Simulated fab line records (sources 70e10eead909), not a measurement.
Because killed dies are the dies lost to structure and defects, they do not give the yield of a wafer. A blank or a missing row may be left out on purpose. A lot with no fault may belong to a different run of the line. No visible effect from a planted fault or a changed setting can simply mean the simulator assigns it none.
Which tool did it? -- flow nand-harc -- Sampling: 11 lots, 33 wafers, 2 of 1302 route steps

WHAT THE GAUGES READ, wafer by wafer
NHARC_P_ZERO_WELL_CD_MEAS_24 targets a cd of 720 nm.
lot,measured,on,cd-nm (nm)
L836,day 1 23:14,cd-sem-01,717.5 716.7 718.2
L837,day 2 08:28,cd-sem-02,718.7 719.6 719.7
L838,day 2 18:32,cd-sem-03,722.0 722.9 724.1
L840,day 3 14:29,cd-sem-02,722.2 719.4 718.7
L842,day 4 10:38,cd-sem-02,719.1 721.5 719.0
L845,day 5 16:35,cd-sem-01,717.9 719.0 717.2
L846,day 6 02:36,cd-sem-03,717.9 721.4 718.7
L847,day 6 12:28,cd-sem-03,719.8 722.9 723.2
L848,day 6 22:28,cd-sem-03,768.7 768.6 767.2
L856,day 10 06:39,cd-sem-03,766.0 766.8 766.6
L857,day 10 16:44,cd-sem-01,717.9 718.6 720.6

WHICH TOOL RAN EACH LOT (tool, then ch and the chambers of the sampled wafers, then the start)
lot,NHARC_P_ZERO_WELL_EXPOSE_21
L836,"krf-scanner-04 ch 0, day 1 23:05"
L837,"krf-scanner-04 ch 0, day 2 08:18"
L838,"krf-scanner-04 ch 0, day 2 18:23"
L840,"krf-scanner-02 ch 0, day 3 14:20"
L842,"krf-scanner-02 ch 0, day 4 10:29"
L845,"krf-scanner-01 ch 0, day 5 16:26"
L846,"krf-scanner-02 ch 0, day 6 02:26"
L847,"krf-scanner-02 ch 0, day 6 12:19"
L848,"krf-scanner-02 ch 0, day 6 22:19"
L856,"krf-scanner-02 ch 0, day 10 06:29"
L857,"krf-scanner-01 ch 0, day 10 16:34"
- NHARC_P_ZERO_WELL_EXPOSE_21: exposes mask P NWELL, target cd 720 nm.

THE ANSWER, worked out from the rows above alone
Rule: usual is defined by the lots themselves. Put in order of their means at a reading, lots are off if they are a third of the lots or fewer, leave a main group of 4 or more, and stand apart from it by a gap of 3 or more times the standard deviation of the main group's means; of several such gaps the widest counts. Not used: any main group whose means are identical at the precision the tables above print for the reading. A lot without any number at a reading at which 4 lots or more have one is off too. Any other lot the step has rows for is counted as sound.
Off: L848, L856 (NHARC_P_ZERO_WELL_CD_MEAS_24, cd-nm). The main group: mean 719.8 nm, standard deviation 1.7.
A tool fits if, at a process step before that reading, it ran every lot that is off, and no sound lot after the first of them. The gauges at NHARC_P_ZERO_WELL_CD_MEAS_24 are tried like those tools. 2 tools fit, krf-scanner-02 at NHARC_P_ZERO_WELL_EXPOSE_21 and cd-sem-03 at NHARC_P_ZERO_WELL_CD_MEAS_24, so this cannot tell which one it is.

WHAT THE SIMULATOR HAD INSERTED
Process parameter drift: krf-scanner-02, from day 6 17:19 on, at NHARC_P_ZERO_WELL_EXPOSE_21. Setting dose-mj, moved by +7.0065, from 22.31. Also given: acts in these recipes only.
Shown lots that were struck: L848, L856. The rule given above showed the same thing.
